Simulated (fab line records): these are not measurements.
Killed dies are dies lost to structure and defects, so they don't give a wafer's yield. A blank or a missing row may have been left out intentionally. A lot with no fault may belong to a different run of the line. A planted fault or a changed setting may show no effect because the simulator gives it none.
fab line records | flow nand_harc
record: lots: 6 wafers: 18 last_day: 24
route steps=1159 shown A_STAIRCASE@615 END@1159
lots that met no fault: from a run of the same line without faults
start_h: hours from the record's opening day to when the first of the lot's shown wafers began | wait_h: how many hours have passed since the lot's step before this one | " repeats the value in the row above | L1.1+2: one row covering several wafers at once | - value missing, or start not given | * or withheld: withheld | < > ~ a bound
route shown NAME@n: names a module that has steps shown in the file, with the first one's number in the route | usual: the fault-free wafers' mean and standard deviation | same: alike in all rows | chamber/n: place in a boat | sites: the reading at each site | _std_site: the standard deviation of these | _edge_site: the outer-site mean with the inner-site mean subtracted | radius_mm: how far each site lies from the wafer's centre | mask NAME#n: copy n | behind: the most recent tool/chamber to have shaped the wafer | hold: cause of the lot's hold/its duration in hours/its outcome | device: transistor that didn't switch, given as n, p or np | end of line: the tests these same wafers got at the end of their route | a step with no rows: only its recipe | killed: the dies lost at the first sort to structure and to defects; this is not the yield of the wafer | map: a wafer's dies, marking killed ones x, the rest . and places with no die _
set.NAME: the run value of the setting; set.NAME@STEP: its run value at that earlier step | model.NAME: the simulator's own value behind a step, which no gauge read
lots at selected steps of the route; one table per step, one row per wafer
services: when a tool's chamber went out of use (start_h, in hours from the record's first day, below 0 if earlier), for how many hours, and the reason
== steps ==
step: NHARC_A_STAIRCASE_ETCH_221
recipe: target_depth_a: 1000 time_s: 40.5 ion_energy_ev: 400 c4f8_flow_sccm: 20 o2_flow_sccm: 10 ar_flow_sccm: withheld rf_w: 600 bias_w: 1000 chemistry: C4F8/O2
usual: oes_product_au: 0.937/0.015 rf_vpp_V: 896/5.2
columns lot.wafer tool chamber start_h wait_h oes_product_au rf_hours_counter_h rf_vpp_V
L431.4 rie_diel-12 3 - - 0.943 15 900
L431.2 " 0 " " 0.942 15 898
L431.5 " 2 " " 0.939 - 902
L435.1 rie_diel-12 1 - - 0.938 21 887
L435.2 " 2 " " 0.931 21 901
L435.6 " 2 " " 0.931 - 902
L438.1 rie_diel-12 2 - - 0.936 31 901
L438.3 " 3 " " 0.929 27 901
L438.5 " 2 " " 0.938 - 902
L439.2 rie_diel-11 3 - - 0.969 26 897
L439.6 " 0 " " 0.964 - 888
L439.5 " 1 " " 0.941 - 895
L451.1 rie_diel-12 0 - - 0.914 51 899
L451.2 " 1 " " 0.933 58 889
L451.6 " 0 " " 0.913 - 899
L452.1 rie_diel-11 0 - - 0.948 53 887
L452.2 " 3 " " 0.952 53 898
L452.5 " 0 " " 0.934 - 887
step: NHARC_A_STAIRCASE_TRIM_222
recipe: time_s: 211.2 o2_flow_sccm: 500 ar_flow_sccm: 0 bias_w: 0 chemistry: O2
usual: drypump_motor_current_A: 6.2/0.41 oes_product_au: 1.000/0.0077 rf_vpp_V: 57.8/0.91 run_length_s: 232.6/0.51 showerhead_plenum_p_Torr: 3.52/0.14 throttle_valve_pct: 17.036/0.0093
columns lot.wafer tool chamber start_h wait_h drypump_motor_current_A oes_product_au rf_hours_counter_h rf_vpp_V run_length_s showerhead_plenum_p_Torr throttle_valve_pct
L431.2 rie_diel-12 3 - - 5.9 1.009 15 57.9 231.7 3.66 17.034
L431.4 " 1 " " 6.5 0.999 17 58.2 232.0 3.30 17.028
L431.5 " 3 " " 5.8 1.001 - 57.3 232.0 3.66 17.043
L435.1 rie_diel-12 2 - - 6.7 1.000 21 57.7 233.0 3.69 17.035
L435.2 " 1 " " 6.5 1.015 21 57.1 232.6 3.30 17.056
L435.6 " 1 " " 6.5 0.994 - 55.9 232.2 3.30 17.034
L438.1 rie_diel-12 3 - - 5.8 0.988 27 57.6 231.8 3.66 17.048
L438.3 " 0 " " 5.9 0.991 25 57.2 232.8 3.62 17.028
L438.5 " 1 " " 6.5 0.995 - 57.6 232.6 3.29 17.030
L439.2 rie_diel-11 2 - - 6.1 1.013 25 57.6 232.3 3.55 17.038
L439.5 " 3 " " 6.6 1.008 - 57.8 232.8 3.60 17.020
L439.6 " 0 " " 6.1 1.009 - 58.3 233.2 3.31 17.036
L451.1 rie_diel-12 1 - - 6.5 1.000 59 57.2 232.1 3.28 17.017
L451.2 " 3 " " 5.9 0.999 54 58.0 231.7 3.64 17.069
L451.6 " 1 " " 6.5 1.003 - 56.5 232.5 3.28 17.045
L452.2 rie_diel-11 1 - - 6.1 1.005 51 57.6 233.3 3.47 17.028
L452.1 " 0 " " 6.1 1.001 53 57.7 233.3 3.30 17.044
L452.5 " 1 " " 6.1 0.997 - 57.3 232.9 3.47 17.036
step: NHARC_A_STAIRCASE_ETCH_223
recipe: target_depth_a: 1000 time_s: 40.5 ion_energy_ev: 400 c4f8_flow_sccm: 20 o2_flow_sccm: 10 ar_flow_sccm: withheld rf_w: 600 bias_w: 1000 chemistry: C4F8/O2
step: NHARC_A_STAIRCASE_TRIM_224
recipe: time_s: 211.2 o2_flow_sccm: 500 ar_flow_sccm: 0 bias_w: 0 chemistry: O2
step: NHARC_A_STAIRCASE_ETCH_225
recipe: target_depth_a: 1000 time_s: 40.5 ion_energy_ev: 400 c4f8_flow_sccm: 20 o2_flow_sccm: 10 ar_flow_sccm: withheld rf_w: 600 bias_w: 1000 chemistry: C4F8/O2
step: NHARC_A_STAIRCASE_TRIM_226
recipe: time_s: 211.2 o2_flow_sccm: 500 ar_flow_sccm: 0 bias_w: 0 chemistry: O2
usual: drypump_motor_current_A: 6.1/0.4 oes_product_au: 1.000/0.0085 rf_vpp_V: 57.7/0.87 run_length_s: 232.7/0.5 showerhead_plenum_p_Torr: 3.52/0.14 throttle_valve_pct: 17.036/0.0094
columns lot.wafer tool chamber start_h wait_h drypump_motor_current_A oes_product_au rf_hours_counter_h rf_vpp_V run_length_s showerhead_plenum_p_Torr throttle_valve_pct
L431.4 rie_diel-12 0 - - 5.8 0.996 16 57.6 232.7 3.63 17.043
L431.2 " 2 " " 6.7 0.997 17 58.5 233.2 3.70 17.028
L431.5 " 3 " " 5.8 0.996 - 58.4 232.1 3.66 17.027
L435.2 rie_diel-12 2 - - 6.7 0.993 21 57.4 233.4 3.69 17.025
L435.1 " 1 " " 6.5 0.990 22 57.2 232.2 3.30 17.037
L435.6 " 2 " " 6.7 0.994 - 59.1 233.0 3.69 17.032
L438.1 rie_diel-12 2 - - 6.7 1.006 32 57.4 233.3 3.69 17.033
L438.3 " 3 " " 5.8 1.001 28 57.6 231.7 3.66 17.027
L438.5 " 1 " " 6.5 1.005 - 57.8 232.7 3.29 17.028
L439.2 rie_diel-11 3 - - 6.6 1.010 26 57.0 232.1 3.60 17.036
L439.5 " 1 " " 6.1 0.996 - 57.6 233.7 3.48 17.049
L439.6 " 2 " " 6.1 1.007 - 58.1 232.7 3.55 17.028
L451.1 rie_diel-12 2 - - 6.7 1.002 55 59.7 233.3 3.68 17.041
L451.2 " 0 " " 5.9 0.989 54 58.6 232.6 3.60 17.040
L451.6 " 1 " " 6.5 1.009 - 58.2 232.2 3.28 17.033
L452.2 rie_diel-11 1 - - 6.1 1.007 51 57.4 233.2 3.47 17.021
L452.1 " 2 " " 6.1 1.001 51 57.5 232.6 3.53 17.034
L452.5 " 2 " " 6.1 1.006 - 58.8 232.9 3.53 17.015
step: NHARC_A_STAIRCASE_ETCH_227
recipe: target_depth_a: 1000 time_s: 40.5 ion_energy_ev: 400 c4f8_flow_sccm: 20 o2_flow_sccm: 10 ar_flow_sccm: withheld rf_w: 600 bias_w: 1000 chemistry: C4F8/O2
usual: oes_product_au: 0.940/0.01 rf_vpp_V: 896/5.4
columns lot.wafer tool chamber start_h wait_h oes_product_au rf_hours_counter_h rf_vpp_V
L431.2 rie_diel-12 3 - - 0.927 16 901
L431.4 " 0 " " 0.917 16 899
L431.5 " 1 " " 0.933 - 887
L435.1 rie_diel-12 2 - - 0.934 22 902
L435.2 " 1 " " 0.935 22 887
L435.6 " 2 " " 0.939 - 903
L438.3 rie_diel-12 2 - - 0.958 32 900
L438.1 " 1 " " 0.950 32 888
L438.5 " 3 " " 0.939 - 901
L439.2 rie_diel-11 2 - - 0.946 26 898
L439.6 " 0 " " 0.944 - 888
L439.5 " 1 " " 0.950 - 895
L451.1 rie_diel-12 2 - - 0.926 56 902
L451.2 " 0 " " 0.930 54 898
L451.6 " 3 " " 0.943 - 899
L452.1 rie_diel-11 1 - - 0.952 51 893
L452.2 " 2 " " 0.946 52 897
L452.5 " 1 " " 0.949 - 894
step: NHARC_A_STAIRCASE_TRIM_229
recipe: time_s: 211.2 o2_flow_sccm: 500 ar_flow_sccm: 0 bias_w: 0 chemistry: O2
step: NHARC_A_STAIRCASE_ETCH_230
recipe: target_depth_a: 1000 time_s: 40.5 ion_energy_ev: 400 c4f8_flow_sccm: 20 o2_flow_sccm: 10 ar_flow_sccm: withheld rf_w: 600 bias_w: 1000 chemistry: C4F8/O2
step: NHARC_A_STAIRCASE_TRIM_231
recipe: time_s: 211.2 o2_flow_sccm: 500 ar_flow_sccm: 0 bias_w: 0 chemistry: O2
step: NHARC_A_STAIRCASE_ETCH_232
recipe: target_depth_a: 1000 time_s: 40.5 ion_energy_ev: 400 c4f8_flow_sccm: 20 o2_flow_sccm: 10 ar_flow_sccm: withheld rf_w: 600 bias_w: 1000 chemistry: C4F8/O2
step: NHARC_A_STAIRCASE_TRIM_233
recipe: time_s: 211.2 o2_flow_sccm: 500 ar_flow_sccm: 0 bias_w: 0 chemistry: O2
usual: drypump_motor_current_A: 6.1/0.46 oes_product_au: 0.998/0.0076 rf_vpp_V: 57.7/0.92 run_length_s: 232.6/0.53 showerhead_plenum_p_Torr: 3.52/0.14 throttle_valve_pct: 17.036/0.0088
columns lot.wafer tool chamber start_h wait_h drypump_motor_current_A oes_product_au rf_hours_counter_h rf_vpp_V run_length_s showerhead_plenum_p_Torr throttle_valve_pct
L431.2 rie_diel-12 3 259.02 - 5.8 0.999 17 57.2 231.8 3.66 17.040
L431.4 " 1 " " 6.5 1.002 18 57.0 232.1 3.30 17.034
L431.5 " 3 " " 5.8 0.990 - 59.7 232.1 3.66 17.037
L435.2 rie_diel-12 1 267.87 - 6.5 1.000 22 59.0 232.1 3.30 17.037
L435.1 " 2 " " 6.7 0.996 22 57.6 233.3 3.69 17.031
L435.6 " 2 " " 6.7 0.996 - 58.3 233.0 3.69 17.031
L438.3 rie_diel-12 2 295.48 - 6.7 1.002 32 57.2 224.7 3.69 17.034
L438.1 " 1 " " 6.5 0.996 33 55.8 224.1 3.29 17.048
L438.5 " 3 " " 5.8 0.987 - 57.0 224.2 3.66 17.042
L439.2 rie_diel-12 2 303.63 - 6.7 0.997 34 58.9 225.1 3.69 17.045
L439.5 " 3 " " 5.8 1.000 - 58.3 223.5 3.65 17.027
L439.6 " 0 " " 5.8 0.988 - 57.8 224.6 3.62 17.033
L451.1 rie_diel-11 3 365.99 - 6.6 1.003 53 58.0 232.2 3.58 17.043
L451.2 " 0 " " 6.1 0.994 52 57.7 233.2 3.30 17.030
L451.6 " 2 " " 6.0 1.000 - 58.8 232.4 3.53 17.028
L452.2 rie_diel-12 1 368.53 - 6.5 1.005 61 57.0 232.4 3.28 17.048
L452.1 " 2 " " 6.7 0.996 57 57.4 233.5 3.67 17.043
L452.5 " 1 " " 6.5 0.999 - 56.3 232.1 3.28 17.016
step: NHARC_A_STAIRCASE_ETCH_234
recipe: target_depth_a: 1000 time_s: 40.5 ion_energy_ev: 400 c4f8_flow_sccm: 20 o2_flow_sccm: 10 ar_flow_sccm: withheld rf_w: 600 bias_w: 1000 chemistry: C4F8/O2
usual: oes_product_au: 0.944/0.012 rf_vpp_V: 895/5.1
columns lot.wafer tool chamber start_h wait_h oes_product_au rf_hours_counter_h rf_vpp_V
L431.2 rie_diel-12 0 - - 0.928 17 899
L431.4 " 1 " " 0.939 19 888
L431.5 " 2 " " 0.937 - 902
L435.2 rie_diel-12 2 - - 0.931 22 902
L435.1 " 1 " " 0.941 22 889
L435.6 " 1 " " 0.932 - 886
L438.1 rie_diel-12 0 - - 0.937 27 898
L438.3 " 1 " " 0.946 33 889
L438.5 " 0 " " 0.934 - 900
L439.2 rie_diel-12 1 - - 0.971 35 885
L439.6 " 1 " " 0.963 - 887
L439.5 " 2 " " 0.958 - 901
L451.1 rie_diel-11 0 - - 0.965 52 887
L451.2 " 3 " " 0.952 53 897
L451.6 " 0 " " 0.965 - 888
L452.2 rie_diel-12 1 - - 0.945 61 887
L452.1 " 2 " " 0.956 57 900
L452.5 " 2 " " 0.959 - 902
step: NHARC_END_SORT_01
recipe: temp_c: 25
usual: killed_at_array: 29/11 killed_at_other: 0.6/0.75 killed_at_periphery: 3.1/2.1 killed_dies: 32/11 killed_open: 3.0/1.8 killed_short: 1.8/1.3
same: gross_dies: 677
columns lot.wafer tool chamber start_h wait_h killed_at_array killed_at_other killed_at_periphery killed_dies killed_open killed_short
L435.1 prober-01 0 458.94 2.5 25 0 5 30 2 2
L435.2 prober-01 0 459.74 2.8 19 0 3 22 2 1
L435.6 prober-01 0 462.93 4.0 19 0 2 21 2 0
L438.1 prober-02 0 489.83 2.5 33 1 5 39 3 2
L438.3 prober-02 0 491.42 3.1 28 0 4 32 1 1
L438.5 prober-02 0 493.01 3.7 21 2 5 28 4 1
L439.2 prober-01 0 490.58 2.8 40 1 7 48 6 5
L439.5 prober-01 0 492.95 3.7 32 1 1 34 0 0
L439.6 prober-01 0 493.74 3.9 32 0 2 34 0 1
L451.1 prober-01 0 573.39 2.5 29 1 4 34 1 0
L451.2 prober-01 0 574.20 2.8 33 0 4 37 5 4
L451.6 prober-01 0 577.43 4.0 28 0 4 32 1 0
killed by level:class
L435.1 A_SLIT:chamber_film_flake=13 A_CHANNEL_HOLE_D1:chamber_film_flake=6 A_CHANNEL_FILL_D1:geometric_particle:short=2 P_ZERO_WELL:chamber_film_flake=2 A_WL_FILL:chamber_film_flake=2 P_CONTACT:geometric_particle:open=1 P_M2:geometric_particle:open=1 P_GATE:chamber_film_flake=1
L435.2 A_SLIT:chamber_film_flake=6 A_CONTACT:chamber_film_flake=4 A_CHANNEL_HOLE_D1:chamber_film_flake=3 P_GATE:chamber_film_flake=2 A_M1:chamber_film_flake=2 A_CHANNEL_HOLE_D1:geometric_particle:short=1 P_CONTACT:geometric_particle:open=1 A_CHANNEL_HOLE_D1:geometric_particle:open=1
L435.6 A_SLIT:chamber_film_flake=11 A_CONTACT:chamber_film_flake=3 A_CHANNEL_HOLE_D1:chamber_film_flake=2 A_M1:chamber_film_flake=2 P_M1:geometric_particle:open=1 A_CONTACT:geometric_particle:open=1 P_STI:chamber_film_flake=1
L438.1 A_SLIT:chamber_film_flake=11 A_CHANNEL_HOLE_D1:chamber_film_flake=11 P_ZERO_WELL:chamber_film_flake=5 A_ONON_D1:geometric_particle:short=2 A_CHANNEL_FILL_D1:chamber_film_flake=2 A_WL_FILL:chamber_film_flake=2 A_M1:chamber_film_flake=2 A_BLC:geometric_particle:open=1
L439.2 A_CHANNEL_HOLE_D1:chamber_film_flake=11 A_SLIT:chamber_film_flake=10 A_CONTACT:chamber_film_flake=7 P_GATE:chamber_film_flake=3 P_M0:geometric_particle:open=2 A_M0:geometric_particle:short=2 A_CHANNEL_FILL_D1:chamber_film_flake=2 P_M0:geometric_particle:short=1
L438.3 A_SLIT:chamber_film_flake=16 P_ZERO_WELL:chamber_film_flake=3 A_ZERO_WELL:chamber_film_flake=3 A_CHANNEL_FILL_D1:chamber_film_flake=3 A_CHANNEL_HOLE_D1:chamber_film_flake=2 A_ONON_D1:geometric_particle:short=1 A_WL_FILL:geometric_particle:open=1 P_CONTACT:chamber_film_flake=1
L439.5 A_CHANNEL_HOLE_D1:chamber_film_flake=13 A_SLIT:chamber_film_flake=13 A_CHANNEL_FILL_D1:chamber_film_flake=3 P_GATE:chamber_film_flake=1 A_STAIRCASE:chamber_film_flake=1 A_WL_FILL:chamber_film_flake=1 A_CONTACT:chamber_film_flake=1 THIN_TSV:chamber_film_flake=1
L438.5 A_SLIT:chamber_film_flake=8 P_ZERO_WELL:chamber_film_flake=4 A_ZERO_WELL:chamber_film_flake=2 A_CHANNEL_HOLE_D1:chamber_film_flake=2 A_CHANNEL_FILL_D1:chamber_film_flake=2 THIN_TSV:chamber_film_flake=2 A_ONON_D1:geometric_particle:open=1 A_WL_FILL:geometric_particle:short=1
L439.6 A_CHANNEL_HOLE_D1:chamber_film_flake=11 A_SLIT:chamber_film_flake=11 A_CHANNEL_FILL_D1:chamber_film_flake=3 A_WL_FILL:chamber_film_flake=3 A_CONTACT:chamber_film_flake=3 P_CONTACT:geometric_particle:short=1 P_GATE:chamber_film_flake=1 A_ZERO_WELL:chamber_film_flake=1
L451.1 A_CHANNEL_HOLE_D1:chamber_film_flake=22 A_CONTACT:chamber_film_flake=4 P_STI:chamber_film_flake=2 A_STAIRCASE:chamber_film_flake=2 P_M0:geometric_particle:open=1 P_M2:chamber_film_flake=1 A_ZERO_WELL:chamber_film_flake=1 THIN_TSV:chamber_film_flake=1
L451.2 A_CHANNEL_HOLE_D1:chamber_film_flake=17 A_CONTACT:chamber_film_flake=5 A_STAIRCASE:chamber_film_flake=4 A_WL_FILL:geometric_particle:open=3 A_CONTACT:geometric_particle:open=2 P_STI:chamber_film_flake=2 P_GATE:geometric_particle:short=1 P_M1:geometric_particle:short=1
L451.6 A_CHANNEL_HOLE_D1:chamber_film_flake=20 P_STI:chamber_film_flake=4 A_STAIRCASE:chamber_film_flake=4 A_CONTACT:chamber_film_flake=2 A_BLC:geometric_particle:open=1 A_SLIT:chamber_film_flake=1
== services ==
columns tool chamber start_h hours kind
rie_diel-12 0 236.20 - clean
rie_diel-12 1 236.20 - clean
rie_diel-12 2 236.20 - clean
rie_diel-12 3 236.20 - clean
rie_diel-12 - 237.91 0.1 repair
rie_diel-12 0 261.87 - clean
rie_diel-12 1 261.87 - clean
rie_diel-12 2 261.87 - clean
rie_diel-12 3 261.87 - clean
rie_diel-12 0 264.66 8.8 repair
rie_diel-12 3 265.34 5.5 repair
rie_diel-12 0 286.37 - clean
rie_diel-12 1 286.37 - clean
rie_diel-12 2 286.37 - clean
rie_diel-12 3 286.37 - clean
rie_diel-12 3 307.51 4.4 repair
rie_diel-12 0 310.87 - clean
rie_diel-12 1 310.87 - clean
rie_diel-12 2 310.87 - clean
rie_diel-12 3 331.57 3.6 repair
rie_diel-12 0 335.37 - clean
rie_diel-12 1 335.37 - clean
rie_diel-12 2 335.37 - clean
rie_diel-12 3 335.37 - clean
== key ==
first_sign: step: NHARC_A_STAIRCASE_TRIM_233 reading: run_length_s direction: down sigmas: 15 usual: * struck: *
effect none on later readings
met_at NHARC_A_STAIRCASE_TRIM_233
struck_wafers L438.1,L438.3,L438.5,L439.2,L439.5,L439.6
tester_left_out L438,L439
onset_between 267.87 295.48
fault: kind: process_parameter_drift tool: rie_diel-12 chamber: - onset_h: 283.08 steps: NHARC_A_STAIRCASE_TRIM_233 channel: time_s offset: * shape: step end_h: 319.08 acts_in: * stated: *
tester_left_out: of these lots the tester's yield and bins aren't shown, on N5 and GAA mostly nor the transistor test; their killed dies are dies lost to structure and defects alone, not to doping, threshold or leakage, so they don't give the yield
